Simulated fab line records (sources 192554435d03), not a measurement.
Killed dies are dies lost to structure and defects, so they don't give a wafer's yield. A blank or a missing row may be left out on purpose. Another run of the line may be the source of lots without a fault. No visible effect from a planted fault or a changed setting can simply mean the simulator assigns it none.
Code-filled problem report in 8D (eight disciplines) form | flow n5 finfet | the parts of the form that need people (team, actions taken, sign-off) are left out

== 1. THE PROBLEM ==
Wafers without a fault read 61.1 nm, standard deviation 1.3; thk nm at N5_SD_EPI_P_EPI_MEAS_23 reads a mean of 90.7 nm on 6 wafers belonging to 2 lots. Relative to the usual mean, that is a shift of +23 standard deviations.
First seen on wafer L615.2, day 5 16:38, on film metro-01. At this step, 30 wafers from 11 lots have a number in the record. Rule for "out", or "out of limits": more than 4 standard deviations from the usual mean. The other wafers with a number count as sound.

== 2. WHAT THIS IS AND IS NOT ==
question                    | is                           | is not
which readings at this step | thk nm                       | -
which lots                  | L615, L617                   | L606, L607, L609, L610, L611, L612, L623, L626, L627
which wafers of those lots  | all that have a number       | -
read on which gauges        | film metro-01, film metro-02 | -
when                        | from day 5 16:38             | up to then (15 sound wafers); but 9 sound wafers of L623, L626, L627 came after

== 3. THE SUSPECTS, EACH WITH WHAT RULES IT OUT ==
Counting: any tool at a process step up to the reading is kept as a suspect provided that every lot that is out went through it and no sound lot did after the first of them.
- the gauge at N5_SD_EPI_P_EPI_MEAS_23: ruled out. Those wafers that are out were read across 2 gauges (film metro-01, film metro-02).
- epi rpcvd-03 at N5_SD_EPI_N_VAPOR_ETCH_50 (etches Si in HCl, time 54 s): kept. All lots that are out passed through it, beginning with L615 at day 5 10:18, and no sound lot followed; its final sound lot before that point was L610 at day 4 02:34.
- rie diel-05 at N5_SD_EPI_P_ETCH_36 (etches SiARC in CF4, target depth 45.5 nm, time 75.8 s): ruled out as a lasting fault. The sound lots L627 went through it after L615, its earliest lot that is out (day 5 13:07).
- rie diel-05 at N5_SD_EPI_P_ETCH_16 (etches SiO2 in CHF3/O2, target depth 5 nm): ruled out as a lasting fault. The sound lots L627 went through it after L615, its earliest lot that is out (day 5 13:42).
- epi rpcvd-03 at N5_SD_EPI_P_EPI_21 (deposits SiGe:B, time 355 s): ruled out as a lasting fault. The sound lots L626, L627 went through it after L615, its earliest lot that is out (day 5 14:47).
After counting, what remains is epi rpcvd-03 at N5_SD_EPI_N_VAPOR_ETCH_50.

== 4. THE CAUSE (what the simulator had put in) ==
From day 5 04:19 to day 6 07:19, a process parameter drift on epi rpcvd-03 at N5_SD_EPI_P_EPI_21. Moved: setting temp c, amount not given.
Only this tool survived the counting.

== 5. THE EFFECT CHAIN, in route order ==
Each row: a reading whose mean over the struck wafers that have a number lies more than 3 standard deviations from the usual. Readings are gone through only where the record gives a usual standard deviation; hours: the median, over the lots, of the time from a lot's start at the first step in this table giving one to that lot's start at this step; sigmas: the change measured in usual standard deviations.
hours | step                    | reading              | usual    | on struck wafers | change | sigmas
0     | N5_SD_EPI_P_EPI_21      | susceptor temp C     | 549.98 C | 569.09           | +19.11 | +76
0     | N5_SD_EPI_P_EPI_21      | susceptor_temp_C_max | 551.4    | 570.2            | +18.8  | +29
2     | N5_SD_EPI_P_EPI_MEAS_23 | thk nm               | 61.1 nm  | 90.7             | +29.6  | +23
Here are the process steps it includes:
- N5_SD_EPI_P_EPI_21: deposits SiGe:B, time 355 s.

== 6. HOW IT WOULD HAVE BEEN CAUGHT EARLIER ==
In this record the first reading out of limits at a measuring or inspecting step was taken at day 5 16:38, 12 hours after the fault began at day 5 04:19.
The tool's own readings at N5_SD_EPI_P_EPI_21 were out on every struck wafer that the step has a row for (susceptor temp C, susceptor_temp_C_max): an alarm limit on them would have fired on the first of those.
